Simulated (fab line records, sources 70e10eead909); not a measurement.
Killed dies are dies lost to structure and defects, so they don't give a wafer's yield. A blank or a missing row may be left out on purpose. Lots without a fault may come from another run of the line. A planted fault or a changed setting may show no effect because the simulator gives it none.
fab line records | flow nand_harc
record lots=6 wafers=18 last_day=32
route steps=1302 shown A_BONDPAD@1216
lots that met no fault: from a run of the same line without faults
start_h: hours from the record's first day to the start of the lot's first wafer shown | wait_h: hours since the lot's step before | " the same as in the row above | L1.1+2: a row that stands for several wafers | - no value, or no start given | * or withheld: withheld | < > ~ a bound
route shown NAME@n: a module of which the file shows steps, and the number in the route of the first | usual: mean/standard deviation of fault-free wafers | same: alike in all rows | chamber/n: place in a boat | sites: the reading at each site | _std_site: their standard deviation | _edge_site: outer sites' mean less inner sites' | radius_mm: how far each site lies from the wafer's centre | mask NAME#n: copy n | behind: the tool/chamber that last shaped the wafer | hold: why the lot was held/for how many hours/how that ended | device: the transistor (n, p or np) that didn't switch | end of line: the same wafers' tests at the end of the route | a step without rows: its recipe alone | killed: dies lost to structure and defects at the first sort, not the wafer's yield | map: a wafer's dies, x killed, . not, _ none there
set.NAME: the setting as run; set.NAME@STEP: as run at that earlier step | model.NAME: the simulator's own value behind a step, which no gauge read
lots at some steps of the route; a table a step, a row a wafer
services: from which hour (start_h, from the record's first day; less than 0 if before it) a tool's chamber was out of use, for how many hours, and why
## steps
# step NHARC_A_BONDPAD_OVL_MEAS_35
# usual overlay_x_nm=1/6.9 overlay_y_nm=-2/7.4
# columns lot.wafer tool chamber start_h wait_h overlay_x_nm overlay_y_nm
L502.4 overlay-02 - 529.25 - -6 -13
L502.5 " - " " -6 -12
L502.6 " - " " -5 -12
L503.1 overlay-01 - 554.12 - 6 -14
L503.3 " - " " 6 -14
L503.4 " - " " 6 -14
L509.3 overlay-01 - 603.14 - -13 2
L509.4 " - " " -13 1
L509.5 " - " " -12 2
L508.3 overlay-02 - 603.54 - 3 4
L508.4 " - " " 3 4
L508.6 " - " " 3 4
L515.1 overlay-02 - 675.19 - 5 -1
L515.2 " - " " 6 -1
L515.6 " - " " 5 -1
L524.1 overlay-01 - 742.19 - 7 5
L524.2 " - " " 7 4
L524.5 " - " " 7 4
# step NHARC_A_BONDPAD_HARDBAKE_10
# recipe temp_c=118 time_s=65
# step NHARC_A_BONDPAD_DESCUM_11
# recipe time_s=3 o2_flow_sccm=200 ar_flow_sccm=0 bias_power_w=0 chemistry=O2
# usual drypump_motor_current_A=5.7/0.4 mfc_ar_sccm=0.008/0.015 oes_product_au=1.002/0.011 rf_vpp_V=57.9/1 showerhead_plenum_p_Torr=1.94/0.093 throttle_valve_pct=11.311/0.0091
# same bias_power_w=0
# columns lot.wafer tool chamber start_h wait_h drypump_motor_current_A mfc_ar_sccm oes_product_au rf_hours_counter_h rf_vpp_V showerhead_plenum_p_Torr throttle_valve_pct
L502.4 rie_diel-08 1 529.39 - 5.5 0.041 1.023 4 56.5 1.80 11.331
L502.6 " 3 " " 5.9 0 0.997 - 58.6 2.04 11.309
L502.5 " 0 " " 5.3 0 1.003 - 57.2 1.88 11.302
L503.4 rie_diel-07 1 554.24 - 5.8 0.010 1.006 27 57.5 2.04 11.310
L503.3 " 3 " " 6.2 0.020 1.002 26 59.2 1.96 11.309
L503.1 " 0 " " 5.9 0.017 0.997 22 58.9 1.98 11.312
L509.3 rie_diel-08 0 603.26 - 5.3 0 1.004 1 58.3 1.88 11.309
L509.4 " 1 " " 5.5 0.041 1.022 1 58.1 1.80 11.316
L509.5 " 0 " " 5.3 0 1.010 - 59.7 1.88 11.301
L508.3 rie_diel-08 2 603.67 - 6.1 0 0.986 1 58.8 2.06 11.311
L508.4 " 3 " " 5.9 0 1.007 2 58.7 2.03 11.328
L508.6 " 2 " " 6.1 0 0.981 - 57.9 2.06 11.309
L515.1 rie_diel-06 1 675.32 - 5.1 0.010 0.993 0 58.6 1.86 11.343
L515.2 " 3 " " 5.3 0 0.992 0 57.4 1.91 11.304
L515.6 " 2 " " 6.3 0 0.999 - 57.9 1.96 11.308
L524.2 rie_diel-07 1 742.34 - 5.8 0.010 1.012 24 57.8 2.03 11.301
L524.1 " 2 " " 5.8 0 1.008 33 58.8 2.07 11.321
L524.5 " 0 " " 5.9 0.017 0.997 - 57.3 1.95 11.323
# step NHARC_A_BONDPAD_ETCH_34
# recipe target_depth_a=600 overetch_a=180 time_s=65.91 ion_energy_ev=200 n2_flow_sccm=150 h2_flow_sccm=150 ar_flow_sccm=0 rf_w=400 bias_w=150 chemistry=N2/H2
# usual drypump_motor_current_A=5.8/0.39 mfc_ar_sccm=0.009/0.015 oes_product_au=1.001/0.011 rf_vpp_V=431.4/2.8 showerhead_plenum_p_Torr=2.07/0.1 throttle_valve_pct=14.171/0.0092
# columns lot.wafer tool chamber start_h wait_h drypump_motor_current_A mfc_ar_sccm oes_product_au rf_hours_counter_h rf_vpp_V showerhead_plenum_p_Torr throttle_valve_pct
L502.4 rie_diel-08 1 529.47 0.1 5.6 0.041 1.011 4 426.9 1.92 14.170
L502.5 " 2 " " 6.1 0 0.996 - 433.4 2.21 14.167
L502.6 " 3 " " 5.9 0 0.989 - 434.3 2.17 14.169
L503.1 rie_diel-07 3 554.32 0.1 6.1 0.020 0.991 26 431.5 2.09 14.161
L503.4 " 0 " " 5.9 0.017 0.980 22 432.1 2.11 14.168
L503.3 " 1 " " 5.8 0.010 0.995 27 435.5 2.18 14.173
L509.3 rie_diel-08 0 603.36 0.1 5.3 0 0.988 1 430.0 2.00 14.171
L509.4 " 1 " " 5.5 0.041 1.003 1 427.8 1.92 14.185
L509.5 " 3 " " 5.9 0 0.995 - 434.2 2.17 14.177
L508.3 rie_diel-08 2 603.80 0.1 6.1 0 0.992 1 435.0 2.21 14.183
L508.4 " 3 " " 5.9 0 0.997 2 433.7 2.17 14.191
L508.6 " 2 " " 6.1 0 0.993 - 435.3 2.21 14.187
L515.1 rie_diel-06 1 675.40 0.1 5.1 0.010 0.991 0 428.6 1.98 14.183
L515.2 " 2 " " 6.3 0 1.002 0 433.1 2.09 14.175
L515.6 " 1 " " 5.1 0.010 0.992 - 428.6 1.98 14.185
L524.2 rie_diel-07 3 742.40 0.1 6.1 0.020 1.004 33 430.8 2.07 14.171
L524.1 " 2 " " 5.7 0 1.013 33 434.5 2.21 14.181
L524.5 " 3 " " 6.1 0.020 1.000 - 431.5 2.07 14.174
# step NHARC_A_BONDPAD_ETCH_12
# recipe target_depth_a=2200 time_s=110 chf3_flow_sccm=50 o2_flow_sccm=10 ar_flow_sccm=200 rf_w=500 bias_w=200 chemistry=CHF3/O2
# step NHARC_A_BONDPAD_CD_MEAS_13
# usual cd_nm=500.3/1.9
# columns lot.wafer tool chamber start_h wait_h cd_nm
L502.4 cd_sem-01 - 529.69 - 500.2
L502.5 " - " " 501.6
L502.6 " - " " 502.5
L503.1 cd_sem-03 - 554.55 - 500.0
L503.3 " - " " 496.8
L503.4 " - " " 496.1
L509.3 cd_sem-02 - 603.58 - 499.6
L509.4 " - " " 496.9
L509.5 " - " " 500.0
L508.3 cd_sem-03 - 604.03 - 498.3
L508.4 " - " " 500.3
L508.6 " - " " 499.3
L515.1 cd_sem-03 - 675.64 - 501.4
L515.2 " - " " 502.3
L515.6 " - " " 501.4
L524.1 cd_sem-03 - 742.63 - 497.6
L524.2 " - " " 497.5
L524.5 " - " " 501.0
# step NHARC_A_BONDPAD_STRIP_15
# recipe o2_flow_sccm=500 ar_flow_sccm=0 bias_w=0 chemistry=O2
# step NHARC_A_BONDPAD_ETCH_24
# recipe target_depth_a=300 over_etch_frac=0.3 time_s=72.99 ion_energy_ev=150 cf4_flow_sccm=50 n2_flow_sccm=100 ar_flow_sccm=150 rf_w=300 bias_w=100 chemistry=CF4/N2
# usual drypump_motor_current_A=5.8/0.46 mfc_ar_sccm=149.9/0.46 oes_product_au=1.002/0.011 rf_vpp_V=314.8/2.1 showerhead_plenum_p_Torr=2.66/0.11 throttle_valve_pct=19.795/0.0074
# columns lot.wafer tool chamber start_h wait_h drypump_motor_current_A mfc_ar_sccm oes_product_au rf_hours_counter_h rf_vpp_V showerhead_plenum_p_Torr throttle_valve_pct
L502.4 rie_diel-08 1 - - 5.6 150.0 1.015 4 310.9 2.48 19.788
L502.5 " 2 " " 6.1 149.7 0.993 - 314.7 2.82 19.804
L502.6 " 3 " " 5.8 150.3 0.996 - 316.1 2.78 19.788
L503.3 rie_diel-06 3 - - 5.3 150.1 1.010 8 315.0 2.63 19.808
L503.4 " 0 " " 6.4 150.1 1.015 8 315.7 2.74 19.778
L503.1 " 2 " " 6.3 149.8 1.009 9 314.0 2.69 19.790
L509.3 rie_diel-06 2 - - 6.3 149.9 1.003 16 315.5 2.69 19.788
L509.4 " 3 " " 5.3 149.9 1.008 16 312.8 2.63 19.795
L509.5 " 0 " " 6.4 150.4 1.008 - 317.1 2.73 19.802
L508.4 rie_diel-06 0 - - 6.4 149.9 1.007 16 314.8 2.74 19.805
L508.3 " 2 " " 6.3 150.6 1.006 17 315.9 2.69 19.789
L508.6 " 3 " " 5.3 150.0 1.019 - 313.7 2.63 19.789
L515.1 rie_diel-08 1 - - 5.6 150.2 1.011 3 313.1 2.48 19.791
L515.2 " 0 " " 5.3 149.8 1.013 3 313.3 2.58 19.800
L515.6 " 1 " " 5.5 150.4 1.015 - 310.2 2.48 19.785
L524.2 rie_diel-06 3 - - 5.3 149.7 0.997 11 314.1 2.62 19.800
L524.1 " 0 " " 6.4 150.1 0.995 10 317.4 2.73 19.796
L524.5 " 2 " " 6.3 150.2 0.996 - 315.9 2.68 19.798
# step NHARC_A_BONDPAD_STRIP_16
# recipe time_s=600 temp_c=30 chemistry=post_etch_residue_remover
# step NHARC_A_BONDPAD_DEGAS_25
# recipe temp_c=300 time_s=60
# usual heater_power_w=479/46
# columns lot.wafer tool chamber start_h wait_h heater_power_w
L502.4 pvd_sputter-03 - 530.32 - 393
L502.6 " - " " 446
L502.5 " - " " 424
L503.3 pvd_sputter-02 - 555.18 - 496
L503.4 " - " " 508
L503.1 " - " " 570
L509.3 pvd_sputter-03 - 604.22 - 514
L509.4 " - " " 443
L509.5 " - " " 422
L508.4 pvd_sputter-01 - 604.67 - 518
L508.3 " - " " 449
L508.6 " - " " 444
L515.2 pvd_sputter-02 - 676.73 - 557
L515.1 " - " " 478
L515.6 " - " " 550
L524.1 pvd_sputter-03 - 743.27 - 415
L524.2 " - " " 513
L524.5 " - " " 429
# step NHARC_A_BONDPAD_PRE_CLEAN_26
# recipe time_s=30 temp_c=280 gas=H2/He
# usual heater_power_w=424/42
# columns lot.wafer tool chamber start_h wait_h heater_power_w
L502.4 pvd_sputter-03 - - - 365
L502.6 " - " " 453
L502.5 " - " " 382
L503.3 pvd_sputter-02 - - - 452
L503.1 " - " " 495
L503.4 " - " " 441
L509.3 pvd_sputter-03 - - - 449
L509.4 " - " " 359
L509.5 " - " " 358
L508.3 pvd_sputter-01 - - - 388
L508.4 " - " " 396
L508.6 " - " " 471
L515.2 pvd_sputter-02 - - - 418
L515.1 " - " " 428
L515.6 " - " " 418
L524.1 pvd_sputter-03 - - - 363
L524.2 " - " " 383
L524.5 " - " " 459
# step NHARC_A_BONDPAD_PVD_17
# recipe target_thk_a=50 bias_v=168.6 power_w=15000 chamber_pressure_pa=0.12 time_s=8.06 substrate_temp_c=50 material=TaN
# step NHARC_A_BONDPAD_PVD_27
# recipe target_thk_a=300 chamber_pressure_pa=5 power_w=5000 substrate_temp_c=30 time_s=20.49 material=Cu
# usual cathode_dc_power_W=5000.1/0.88 chamber_pressure_pa=5.000/0.011 throttle_valve_pct=29.7/1.2
# columns lot.wafer tool chamber start_h wait_h cathode_dc_power_W chamber_pressure_pa throttle_valve_pct
L502.4 pvd_sputter-03 - 530.54 - 5001.3 5.014 28.6
L502.5 " - " " 4999.2 5.009 28.8
L502.6 " - " " 5000.1 5.002 30.1
L503.3 pvd_sputter-02 - 555.41 - 5000.8 4.999 31.2
L503.4 " - " " 4998.3 4.995 29.2
L503.1 " - " " 5000.8 4.995 30.3
L509.4 pvd_sputter-03 - 604.44 - - - -
L509.3 " - " " - - -
L509.5 " - " " - - -
L508.3 pvd_sputter-01 - 604.89 - - - -
L508.4 " - " " - - -
L508.6 " - " " - - -
L515.2 pvd_sputter-02 - 676.94 - 5000.3 5.013 30.4
L515.1 " - " " 4999.6 4.996 30.1
L515.6 " - " " 4999.5 5.005 30.5
L524.2 pvd_sputter-03 - 743.48 - 5000.4 5.001 33.0
L524.1 " - " " 4999.8 5.023 28.5
L524.5 " - " " 4999.7 4.992 32.5
# step NHARC_A_BONDPAD_ECD_18
# recipe target_thk_a=4000 bath_temp_c=25 material=Cu
## services
# columns tool chamber start_h hours kind
rie_diel-08 1 516.65 3.9 repair
rie_diel-08 0 523.31 - clean
rie_diel-08 1 523.31 - clean
rie_diel-08 2 523.31 - clean
pvd_sputter-03 - 538.22 10.0 pm
rie_diel-08 - 544.80 9.0 pm
rie_diel-07 2 560.00 1.7 repair
pvd_sputter-01 - 582.00 10.0 pm
rie_diel-08 1 582.08 7.9 repair
rie_diel-08 - 590.59 0.5 repair
rie_diel-07 2 611.94 6.7 repair
rie_diel-07 1 616.51 2.3 repair
rie_diel-06 2 630.23 8.0 repair
pvd_sputter-02 - 638.08 10.0 pm
rie_diel-07 - 648.32 9.0 pm
rie_diel-06 - 661.35 9.0 pm
pvd_sputter-03 - 663.61 0.7 repair
pvd_sputter-01 - 669.47 1.7 repair
pvd_sputter-03 - 678.42 0.5 repair
pvd_sputter-01 - 685.02 4.3 repair
rie_diel-07 1 685.52 6.9 repair
pvd_sputter-03 - 716.22 10.0 pm
rie_diel-07 1 718.43 4.2 repair
rie_diel-08 - 721.80 9.0 pm
## key
first_sign step=NHARC_A_BONDPAD_PVD_27 reading=tool_record direction=missing
effect none on later readings
met_at NHARC_A_BONDPAD_PVD_27
struck_wafers L508.3,L508.4,L508.6,L509.3,L509.4,L509.5
later_rows_left_out L508.3,L508.4,L508.6,L509.3,L509.4,L509.5
sort_left_out L508.3,L508.4,L508.6,L509.3,L509.4,L509.5
onset_between 530.54 604.44
fault kind=skipped_step_whole tool=pvd_sputter-01,pvd_sputter-03 chamber=- onset_h=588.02 steps=NHARC_A_BONDPAD_PVD_27 scope=struck_lots_only
# sort_left_out: the simulated sort isn't trusted on such a fault, so these wafers' sort isn't shown, and their yield isn't known
# later_rows_left_out: the simulator's readings of these wafers behind a module that went badly wrong aren't trusted and aren't shown, but for the sort
